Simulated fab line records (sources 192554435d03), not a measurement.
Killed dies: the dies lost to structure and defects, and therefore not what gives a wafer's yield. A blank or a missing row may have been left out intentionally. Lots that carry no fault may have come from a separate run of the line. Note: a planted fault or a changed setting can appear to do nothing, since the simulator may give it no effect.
Problem report, 8D (eight disciplines) form, completed by code :: flow n5_finfet :: the parts of the form that need people (team, actions taken, sign-off) are left out

## 1. THE ISSUE
cd_nm at N5_BEOL_M6_CD_MEAS_28 reads a mean of 36.62 nm on 6 wafers of 2 lots; wafers without a fault read 39.96 nm with a standard deviation of 0.24. That is -14 standard deviations from the usual mean.
The step: target cd 40 nm.
Seen first at day 13 14:30 on cd_sem-03, wafer L108.2. Wafers with a number at this step in the record: 24, from 8 lots. Rule for "out", or "out of limits": more than 4 standard deviations from the usual mean. Any other wafer with a number is counted as sound.

## 2. WHAT IT IS AND WHAT IT IS NOT
question: which readings at this step
is: cd_nm
is not: -

question: which lots
is: L108, L110
is not: L100, L111, L989, L990, L992, L996

question: which wafers of those lots
is: all that have a number
is not: -

question: read on which gauges
is: cd_sem-01, cd_sem-03
is not: cd_sem-02

question: when
is: from day 13 14:30
is not: up to then (15 sound wafers); but 3 sound wafers of L111 came after

## 3. WHAT RULES OUT EACH SUSPECT
Counting: any tool at a process step up to the reading is kept as a suspect provided that every lot that is out went through it and no sound lot did after the first of them.
- the gauge at N5_BEOL_M6_CD_MEAS_28 is ruled out. Those wafers that are out were read across 2 gauges (cd_sem-01, cd_sem-03).
- cvd_co-02 at N5_BEOL_M5_PRE_CLEAN_77 (time 15 s): kept. It ran every lot that is out, first L108 (day 13 11:10), and no sound lot after that; its last sound lot up to then is L100 (day 11 17:38).
- euv_scanner-01 at N5_BEOL_M6_EXPOSE_25 (exposes mask V5, target cd 40 nm): kept. It ran every lot that is out, first L108 (day 13 14:22), and no sound lot after that; its last sound lot up to then is L100 (day 11 20:44). On those wafers its own readings are out: exposure_dose_mJ_cm2.
What counting leaves: cvd_co-02 at N5_BEOL_M5_PRE_CLEAN_77 and euv_scanner-01 at N5_BEOL_M6_EXPOSE_25.

## 4. THE CAUSE (what the simulator had put in)
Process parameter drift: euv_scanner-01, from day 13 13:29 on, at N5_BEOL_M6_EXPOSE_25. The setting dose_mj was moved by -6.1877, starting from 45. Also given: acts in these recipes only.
2 suspects survive the count, and this tool is in that group.

## 5. THE EFFECT CHAIN, in route order
Rows list readings where the struck wafers' mean (over those with a number) sits beyond 3 standard deviations from the usual. Only readings whose record carries a usual standard deviation are examined. hours: median over the lots of the time between each lot's start at the first step of this table that gives one and its start at this step. sigmas: the change, counted in usual standard deviations.
hours: 0
step: N5_BEOL_M6_EXPOSE_25
reading: exposure_dose_mJ_cm2
usual: 44.90
on struck wafers: 39.25
change: -5.65
sigmas: -61

hours: 0
step: N5_BEOL_M6_CD_MEAS_28
reading: cd_nm
usual: 39.96 nm
on struck wafers: 36.62
change: -3.34
sigmas: -14

hours: 84
step: N5_PASSIVATION_PROBE_49
reading: defect_limited_yield
usual: 91.4 %
on struck wafers: 55.9
change: -35.5
sigmas: -25

hours: 84
step: N5_PASSIVATION_PROBE_49
reading: killed_at_M4_up
usual: 14
on struck wafers: 441
change: +427
sigmas: +76

hours: 84
step: N5_PASSIVATION_PROBE_49
reading: killed_dies
usual: 101
on struck wafers: 520
change: +419
sigmas: +26

hours: 84
step: N5_PASSIVATION_PROBE_49
reading: killed_on_rim
usual: 13
on struck wafers: 68
change: +55
sigmas: +14

hours: 84
step: N5_PASSIVATION_PROBE_49
reading: sort_bin_5_function
usual: 5.1 %
on struck wafers: 28.4
change: +23.4
sigmas: +27

hours: 84
step: N5_PASSIVATION_PROBE_49
reading: sort_bin_6_memory
usual: 3.2 %
on struck wafers: 12.6
change: +9.4
sigmas: +14

hours: 84
step: N5_PASSIVATION_PROBE_49
reading: sort_n_pass
usual: 1079
on struck wafers: 660
change: -419
sigmas: -26

hours: 84
step: N5_PASSIVATION_PROBE_49
reading: sort_yield_pct
usual: 91.4 %
on struck wafers: 55.9
change: -35.5
sigmas: -25
Here are the process steps it includes:
- N5_BEOL_M6_EXPOSE_25: exposes mask V5, target cd 40 nm.
- N5_PASSIVATION_PROBE_49

## 6. WHAT WOULD HAVE CAUGHT IT SOONER
In this record the first reading out of limits at a measuring or inspecting step was taken at day 13 14:30, 1 hour after the fault began at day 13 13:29.
At N5_BEOL_M6_EXPOSE_25, the tool's own readings (exposure_dose_mJ_cm2) were out on each struck wafer the step has a row for, so an alarm limit on them would have fired on the first such wafer.
Lots out: 2; of these, L110 started N5_BEOL_M6_EXPOSE_25 on euv_scanner-01 after day 13 14:30. A tool hold placed at that time would have kept it from harm.
